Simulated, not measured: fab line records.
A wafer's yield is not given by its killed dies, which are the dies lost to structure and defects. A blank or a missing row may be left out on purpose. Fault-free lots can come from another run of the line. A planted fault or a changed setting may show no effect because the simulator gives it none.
Chamber matching | flow n5 finfet | N5_BEOL_M0_SAQP_ILD_DEP_01 on pecvd-04: 3 sister chambers
The step deposits SiOC from DEMS/O2, target thk 45.419 nm, time 8.7 s. 14 wafers are shown with their chamber, then 7 later ones without.

== WAFERS WITH THEIR CHAMBER ==
wafer  | chamber | throttle valve pct (%) | showerhead plenum p Torr (Torr) | heater power w (W)
L076.2 | 0       | 12.7                   | 5.700                           | 456
L076.5 | 1       | 12.0                   | 5.666                           | 525
L076.6 | 0       | 12.6                   | 5.687                           | 459
L078.2 | 2       | 11.6                   | 5.702                           | 511
L078.4 | 0       | 12.9                   | 5.691                           | 505
L078.6 | 2       | 12.1                   | 5.700                           | 507
L081.1 | 0       | 12.9                   | 5.683                           | 494
L081.3 | 2       | 11.8                   | 5.692                           | 415
L081.6 | 0       | 13.2                   | 5.682                           | 509
L086.2 | 0       | 12.7                   | 5.699                           | 452
L086.3 | 1       | 11.7                   | 5.679                           | 526
L086.4 | 1       | 12.1                   | 5.682                           | 514
L088.2 | 1       | 12.0                   | 5.689                           | 467
L088.4 | 2       | 12.0                   | 5.672                           | 491

SIGNATURES (averages over the wafers above)
reading                  | chamber 0 | chamber 1 | chamber 2 | scatter within a chamber
throttle valve pct       | 12.833    | 11.950    | 11.875    | 0.207
showerhead plenum p Torr | 5.69033   | 5.67900   | 5.69150   | 0.0102
heater power w           | 479.17    | 508.00    | 481.00    | 32.8
Rule: for a wafer and a chamber, the distance is found by dividing, reading by reading, the gap between the wafer's reading and the chamber's mean by the reading's scatter, squaring, summing and taking the root. If the next closest chamber is less than 2 further off than the closest, the wafer can't be placed; otherwise it belongs to the closest. The scatter: the root of (the sum of the squares of (reading less its chamber's mean) over the shown wafers, divided by (wafers less chambers)).

== WAFERS WITHOUT THEIR CHAMBER ==
wafer  | throttle valve pct (%) | showerhead plenum p Torr (Torr) | heater power w (W)
L088.6 | 12.7                   | 5.685                           | 468
L091.1 | 12.2                   | 5.675                           | 516
L091.4 | 11.9                   | 5.697                           | 477
L091.5 | 12.2                   | 5.680                           | 524
L093.1 | 12.1                   | 5.685                           | 473
L093.3 | 12.9                   | 5.697                           | 490
L093.4 | 11.8                   | 5.680                           | 469

== CHAMBER TAKEN BY EACH ==
wafer  | from the rows above     | in truth
L088.6 | 0                       | 0
L091.1 | can't be placed: 1 or 2 | 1
L091.4 | can't be placed: 2 or 1 | 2
L091.5 | can't be placed: 1 or 2 | 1
L093.1 | can't be placed: 2 or 1 | 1
L093.3 | 0                       | 0
L093.4 | can't be placed: 2 or 1 | 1
Correctly placed: 2 of 7. Not placeable from these rows: 5 (in 5, the candidates include the true chamber). Placed wrongly: 0.
